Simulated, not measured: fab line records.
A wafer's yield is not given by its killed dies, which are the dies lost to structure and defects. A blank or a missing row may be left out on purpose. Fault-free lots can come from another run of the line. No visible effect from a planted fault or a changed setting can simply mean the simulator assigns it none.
Which of the tools did it? :: flow n5Finfet :: 31 wafers from 11 lots sampled at 5 of the route's 1938 steps

== WHAT EACH GAUGE READ, for each wafer ==
N5_SD_EPI_N_CD_MEAS_09 targets a cd of 120 nm. Usual: cdNm 119.8 nm, standard deviation 0.7.
lot: L888
measured: day 3 08:12
on: cdSem-01
cdNm (nm): 120.1 120.1
flag: 

lot: L889
measured: day 3 10:55
on: cdSem-01
cdNm (nm): 119.4 120.2 119.7
flag: 

lot: L891
measured: day 3 20:20
on: cdSem-01
cdNm (nm): 118.4 120.5 119.9
flag: 

lot: L894
measured: day 4 13:22
on: cdSem-03
cdNm (nm): 120.7 119.8 118.9
flag: 

lot: L898
measured: day 5 11:55
on: cdSem-03
cdNm (nm): 118.9 119.3 119.3
flag: 

lot: L899
measured: day 5 19:47
on: cdSem-02
cdNm (nm): 120.0 119.2 119.5
flag: 

lot: L905
measured: day 7 09:13
on: cdSem-02
cdNm (nm): 120.6 110.0
flag: OFF

lot: L907
measured: day 7 21:29
on: cdSem-02
cdNm (nm): 118.8 120.0 111.1
flag: OFF

lot: L908
measured: day 8 00:50
on: cdSem-02
cdNm (nm): 120.2 121.4 120.3
flag: 

lot: L909
measured: day 8 06:11
on: cdSem-03
cdNm (nm): 119.4 118.8 119.7
flag: 

lot: L910
measured: day 8 12:25
on: cdSem-03
cdNm (nm): 120.0 118.2 119.8
flag: 

== TOOL THAT RAN EACH LOT (tool first, then ch and the chambers of the sampled wafers, then the start) ==
lot: L888
N5_DUMMY_GATE_ETCH_36: rieDiel-03 ch 1,2, day 3 05:56
N5_DUMMY_GATE_TRIM_49: rieSi-01 ch 3, day 3 06:04
N5_DUMMY_GATE_ETCH_23: rieSi-03 ch 1,2, day 3 06:32
N5_SD_EPI_N_EXPOSE_06: arfiScanner-03 ch 0, day 3 08:05

lot: L889
N5_DUMMY_GATE_ETCH_36: rieDiel-04 ch 0,1, day 3 07:46
N5_DUMMY_GATE_TRIM_49: rieSi-01 ch 0,1, day 3 07:53
N5_DUMMY_GATE_ETCH_23: rieSi-06 ch 0,3, day 3 08:22
N5_SD_EPI_N_EXPOSE_06: arfiScanner-03 ch 0, day 3 10:48

lot: L891
N5_DUMMY_GATE_ETCH_36: rieDiel-01 ch 0,1,3, day 3 18:11
N5_DUMMY_GATE_TRIM_49: rieSi-01 ch 1,2,3, day 3 18:19
N5_DUMMY_GATE_ETCH_23: rieSi-03 ch 0,2,3, day 3 18:53
N5_SD_EPI_N_EXPOSE_06: arfiScanner-01 ch 0, day 3 20:13

lot: L894
N5_DUMMY_GATE_ETCH_36: rieDiel-03 ch 0,2, day 4 11:19
N5_DUMMY_GATE_TRIM_49: rieSi-06 ch 0,1,3, day 4 11:26
N5_DUMMY_GATE_ETCH_23: rieSi-06 ch 2,3, day 4 11:55
N5_SD_EPI_N_EXPOSE_06: arfiScanner-02 ch 0, day 4 13:15

lot: L898
N5_DUMMY_GATE_ETCH_36: rieDiel-01 ch 1,2,3, day 5 09:25
N5_DUMMY_GATE_TRIM_49: rieSi-01 ch 0,3, day 5 09:32
N5_DUMMY_GATE_ETCH_23: rieSi-03 ch 1,3, day 5 10:05
N5_SD_EPI_N_EXPOSE_06: arfiScanner-03 ch 0, day 5 11:47

lot: L899
N5_DUMMY_GATE_ETCH_36: rieDiel-04 ch 0,1, day 5 17:48
N5_DUMMY_GATE_TRIM_49: rieSi-03 ch 0,1, day 5 17:55
N5_DUMMY_GATE_ETCH_23: rieSi-06 ch 0,1,3, day 5 18:26
N5_SD_EPI_N_EXPOSE_06: arfiScanner-03 ch 0, day 5 19:40

lot: L905
N5_DUMMY_GATE_ETCH_36: rieDiel-01 ch 3, day 7 07:08
N5_DUMMY_GATE_TRIM_49: rieSi-06 ch 3, day 7 07:16
N5_DUMMY_GATE_ETCH_23: rieSi-01 ch 1,2, day 7 07:44
N5_SD_EPI_N_EXPOSE_06: arfiScanner-03 ch 0, day 7 09:05

lot: L907
N5_DUMMY_GATE_ETCH_36: rieDiel-01 ch 0,1, day 7 19:26
N5_DUMMY_GATE_TRIM_49: rieSi-01 ch 1,2,3, day 7 19:33
N5_DUMMY_GATE_ETCH_23: rieSi-06 ch 1,2,3, day 7 20:02
N5_SD_EPI_N_EXPOSE_06: arfiScanner-03 ch 0, day 7 21:22

lot: L908
N5_DUMMY_GATE_ETCH_36: rieDiel-03 ch 0,1,2, day 7 22:10
N5_DUMMY_GATE_TRIM_49: rieSi-01 ch 0,3, day 7 22:17
N5_DUMMY_GATE_ETCH_23: rieSi-03 ch 0,1,2, day 7 22:56
N5_SD_EPI_N_EXPOSE_06: arfiScanner-02 ch 0, day 8 00:43

lot: L909
N5_DUMMY_GATE_ETCH_36: rieDiel-01 ch 1,2,3, day 8 03:53
N5_DUMMY_GATE_TRIM_49: rieSi-01 ch 1,2,3, day 8 04:01
N5_DUMMY_GATE_ETCH_23: rieSi-03 ch 0,2,3, day 8 04:29
N5_SD_EPI_N_EXPOSE_06: arfiScanner-02 ch 0, day 8 06:04

lot: L910
N5_DUMMY_GATE_ETCH_36: rieDiel-03 ch 0,2, day 8 09:33
N5_DUMMY_GATE_TRIM_49: rieSi-03 ch 1,2, day 8 09:40
N5_DUMMY_GATE_ETCH_23: rieSi-01 ch 2,3, day 8 10:09
N5_SD_EPI_N_EXPOSE_06: arfiScanner-02 ch 0, day 8 12:17
- N5_DUMMY_GATE_ETCH_36: etches SiARC in CF4, target depth 13 nm.
- N5_DUMMY_GATE_TRIM_49: chemistry O2, time 29 s, target cd 14 nm.
- N5_DUMMY_GATE_ETCH_23: etches poly-Si in HBr/Cl2/O2, target depth 41 nm, time 22.3 s.
- N5_SD_EPI_N_EXPOSE_06: exposes mask SD N BLK, target cd 120 nm.

== AS READ BY THE TOOLS THEMSELVES (means over the sampled wafers that have a number; for cases with no such wafer, the mark the record gives instead) ==
N5_DUMMY_GATE_ETCH_36. Usual: value, then standard deviation, for each; chamberPressureMTorr 40.00 mTorr / 0.035; drypumpMotorCurrentA 5.7 A / 0.6; mfcArSccm 100.0 sccm / 0.32; oesProductAu 0.79 a.u. / 0.094; rfVppV 184.1 V / 1.1; showerheadPlenumPTorr 2.14 Torr / 0.059; throttleValvePct 15.7 % / 0.31.
lot: L888
tool: rieDiel-03
chamberPressureMTorr (mTorr): 40.01
drypumpMotorCurrentA (A): 5.4
mfcArSccm (sccm): 100.1
oesProductAu (a.u.): 0.76
rfVppV (V): 182.6
showerheadPlenumPTorr (Torr): 2.10
throttleValvePct (%): 15.6
flag: 

lot: L889
tool: rieDiel-04
chamberPressureMTorr (mTorr): 40.00
drypumpMotorCurrentA (A): 6.0
mfcArSccm (sccm): 100.1
oesProductAu (a.u.): 0.74
rfVppV (V): 185.3
showerheadPlenumPTorr (Torr): 2.20
throttleValvePct (%): 16.0
flag: 

lot: L891
tool: rieDiel-01
chamberPressureMTorr (mTorr): 39.97
drypumpMotorCurrentA (A): 5.4
mfcArSccm (sccm): 100.1
oesProductAu (a.u.): 0.88
rfVppV (V): 183.4
showerheadPlenumPTorr (Torr): 2.14
throttleValvePct (%): 15.5
flag: 

lot: L894
tool: rieDiel-03
chamberPressureMTorr (mTorr): 39.99
drypumpMotorCurrentA (A): 5.2
mfcArSccm (sccm): 99.8
oesProductAu (a.u.): 0.84
rfVppV (V): 184.2
showerheadPlenumPTorr (Torr): 2.14
throttleValvePct (%): 15.3
flag: 

lot: L898
tool: rieDiel-01
chamberPressureMTorr (mTorr): 39.99
drypumpMotorCurrentA (A): 5.9
mfcArSccm (sccm): 100.0
oesProductAu (a.u.): 0.77
rfVppV (V): 182.9
showerheadPlenumPTorr (Torr): 2.11
throttleValvePct (%): 15.6
flag: 

lot: L899
tool: rieDiel-04
chamberPressureMTorr (mTorr): 40.02
drypumpMotorCurrentA (A): 6.2
mfcArSccm (sccm): 100.0
oesProductAu (a.u.): 0.76
rfVppV (V): 183.7
showerheadPlenumPTorr (Torr): 2.18
throttleValvePct (%): 15.8
flag: 

lot: L905
tool: rieDiel-01
chamberPressureMTorr (mTorr): 40.05
drypumpMotorCurrentA (A): 6.4
mfcArSccm (sccm): 100.0
oesProductAu (a.u.): 0.88
rfVppV (V): 182.9
showerheadPlenumPTorr (Torr): 2.10
throttleValvePct (%): 15.4
flag: 

lot: L907
tool: rieDiel-01
chamberPressureMTorr (mTorr): 40.00
drypumpMotorCurrentA (A): 5.0
mfcArSccm (sccm): 100.2
oesProductAu (a.u.): 0.78
rfVppV (V): 185.3
showerheadPlenumPTorr (Torr): 2.13
throttleValvePct (%): 15.7
flag: 

lot: L908
tool: rieDiel-03
chamberPressureMTorr (mTorr): 39.98
drypumpMotorCurrentA (A): 5.3
mfcArSccm (sccm): 99.9
oesProductAu (a.u.): 0.77
rfVppV (V): 183.7
showerheadPlenumPTorr (Torr): 2.12
throttleValvePct (%): 15.5
flag: 

lot: L909
tool: rieDiel-01
chamberPressureMTorr (mTorr): 40.01
drypumpMotorCurrentA (A): 5.9
mfcArSccm (sccm): 99.6
oesProductAu (a.u.): 0.85
rfVppV (V): 183.2
showerheadPlenumPTorr (Torr): 2.10
throttleValvePct (%): 15.5
flag: 

lot: L910
tool: rieDiel-03
chamberPressureMTorr (mTorr): 39.97
drypumpMotorCurrentA (A): 5.3
mfcArSccm (sccm): 100.0
oesProductAu (a.u.): 0.74
rfVppV (V): 183.6
showerheadPlenumPTorr (Torr): 2.08
throttleValvePct (%): 15.7
flag: 

N5_DUMMY_GATE_TRIM_49. Usual: chamberPressureMTorr 60.00 mTorr, standard deviation 0.056; drypumpMotorCurrentA 5.7 A, standard deviation 0.55; oesProductAu 1.006 a.u., standard deviation 0.013; throttleValvePct 8.17 %, standard deviation 0.12.
lot: L888
tool: rieSi-01
chamberPressureMTorr (mTorr): 59.99
drypumpMotorCurrentA (A): 5.9
oesProductAu (a.u.): 0.999
throttleValvePct (%): 7.94
flag: 

lot: L889
tool: rieSi-01
chamberPressureMTorr (mTorr): 60.00
drypumpMotorCurrentA (A): 5.5
oesProductAu (a.u.): 1.003
throttleValvePct (%): 8.25
flag: 

lot: L891
tool: rieSi-01
chamberPressureMTorr (mTorr): 59.98
drypumpMotorCurrentA (A): 5.8
oesProductAu (a.u.): 1.002
throttleValvePct (%): 8.09
flag: 

lot: L894
tool: rieSi-06
chamberPressureMTorr (mTorr): 60.00
drypumpMotorCurrentA (A): 5.5
oesProductAu (a.u.): 0.995
throttleValvePct (%): 8.13
flag: 

lot: L898
tool: rieSi-01
chamberPressureMTorr (mTorr): 60.03
drypumpMotorCurrentA (A): 6.2
oesProductAu (a.u.): 0.999
throttleValvePct (%): 8.13
flag: 

lot: L899
tool: rieSi-03
chamberPressureMTorr (mTorr): 60.04
drypumpMotorCurrentA (A): 5.6
oesProductAu (a.u.): 1.003
throttleValvePct (%): 8.33
flag: 

lot: L905
tool: rieSi-06
chamberPressureMTorr (mTorr): 60.08
drypumpMotorCurrentA (A): 6.4
oesProductAu (a.u.): 0.972
throttleValvePct (%): 8.21
flag: 

lot: L907
tool: rieSi-01
chamberPressureMTorr (mTorr): 60.01
drypumpMotorCurrentA (A): 5.8
oesProductAu (a.u.): 1.007
throttleValvePct (%): 8.10
flag: 

lot: L908
tool: rieSi-01
chamberPressureMTorr (mTorr): 60.04
drypumpMotorCurrentA (A): 6.1
oesProductAu (a.u.): 1.000
throttleValvePct (%): 8.14
flag: 

lot: L909
tool: rieSi-01
chamberPressureMTorr (mTorr): 60.04
drypumpMotorCurrentA (A): 5.8
oesProductAu (a.u.): 1.009
throttleValvePct (%): 8.10
flag: 

lot: L910
tool: rieSi-03
chamberPressureMTorr (mTorr): 59.95
drypumpMotorCurrentA (A): 5.3
oesProductAu (a.u.): 1.024
throttleValvePct (%): 8.30
flag: 

N5_DUMMY_GATE_ETCH_23. Usual: chamberPressureMTorr 9.999 mTorr, standard deviation 0.0096; drypumpMotorCurrentA 5.7 A, standard deviation 0.57; oesProductAu 1.004 a.u., standard deviation 0.018; throttleValvePct 37.19 %, standard deviation 0.28.
lot: L888
tool: rieSi-03
chamberPressureMTorr (mTorr): 9.998
drypumpMotorCurrentA (A): 5.3
oesProductAu (a.u.): 1.001
throttleValvePct (%): 37.51
flag: 

lot: L889
tool: rieSi-06
chamberPressureMTorr (mTorr): 10.007
drypumpMotorCurrentA (A): 6.0
oesProductAu (a.u.): 0.978
throttleValvePct (%): 37.14
flag: 

lot: L891
tool: rieSi-03
chamberPressureMTorr (mTorr): 9.989
drypumpMotorCurrentA (A): 5.9
oesProductAu (a.u.): 1.010
throttleValvePct (%): 37.33
flag: 

lot: L894
tool: rieSi-06
chamberPressureMTorr (mTorr): 10.000
drypumpMotorCurrentA (A): 5.9
oesProductAu (a.u.): 0.981
throttleValvePct (%): 36.97
flag: 

lot: L898
tool: rieSi-03
chamberPressureMTorr (mTorr): 10.003
drypumpMotorCurrentA (A): 5.8
oesProductAu (a.u.): 0.999
throttleValvePct (%): 37.17
flag: 

lot: L899
tool: rieSi-06
chamberPressureMTorr (mTorr): 9.996
drypumpMotorCurrentA (A): 5.6
oesProductAu (a.u.): 0.997
throttleValvePct (%): 37.26
flag: 

lot: L905
tool: rieSi-01
chamberPressureMTorr (mTorr): 10.007
drypumpMotorCurrentA (A): 5.8
oesProductAu (a.u.): 1.018
throttleValvePct (%): 37.28
flag: 

lot: L907
tool: rieSi-06
chamberPressureMTorr (mTorr): 10.002
drypumpMotorCurrentA (A): 5.5
oesProductAu (a.u.): 1.002
throttleValvePct (%): 37.09
flag: 

lot: L908
tool: rieSi-03
chamberPressureMTorr (mTorr): 9.999
drypumpMotorCurrentA (A): 5.7
oesProductAu (a.u.): 1.017
throttleValvePct (%): 37.45
flag: 

lot: L909
tool: rieSi-03
chamberPressureMTorr (mTorr): 9.996
drypumpMotorCurrentA (A): 5.9
oesProductAu (a.u.): 1.019
throttleValvePct (%): 37.33
flag: 

lot: L910
tool: rieSi-01
chamberPressureMTorr (mTorr): 9.996
drypumpMotorCurrentA (A): 6.2
oesProductAu (a.u.): 0.995
throttleValvePct (%): 36.86
flag: 

== THE ANSWER, worked out from the rows above alone ==
Rule: a lot is off if the mean of its wafers that have a number lies more than 3 standard deviations from the usual mean. Also off: a lot with no number at a reading for which 4 or more lots have one. Any other lot the step has rows for is counted as sound. First the gauges in route order, then the tools' own readings, where a lot's mean is used as printed above. At the first step where some lot is off, the reading lying furthest off is the one used; lots without a number count as furthest.
Off at N5_SD_EPI_N_CD_MEAS_09 (cdNm): L905, L907.
A tool fits if, at a process step before that reading, it ran every lot that is off, and no sound lot after the first of them. Gauges at N5_SD_EPI_N_CD_MEAS_09: tried the same way as those tools. One fits: N5_SD_EPI_N_EXPOSE_06 on arfiScanner-03. Its last sound lot is L899 (day 5 19:40), its first lot that is off L905 (day 7 09:05): a fault that began between those two fits.

== WHAT THE SIMULATOR HAD INSERTED ==
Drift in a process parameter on arfiScanner-03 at N5_SD_EPI_N_EXPOSE_06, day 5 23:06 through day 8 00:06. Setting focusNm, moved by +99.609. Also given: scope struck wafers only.
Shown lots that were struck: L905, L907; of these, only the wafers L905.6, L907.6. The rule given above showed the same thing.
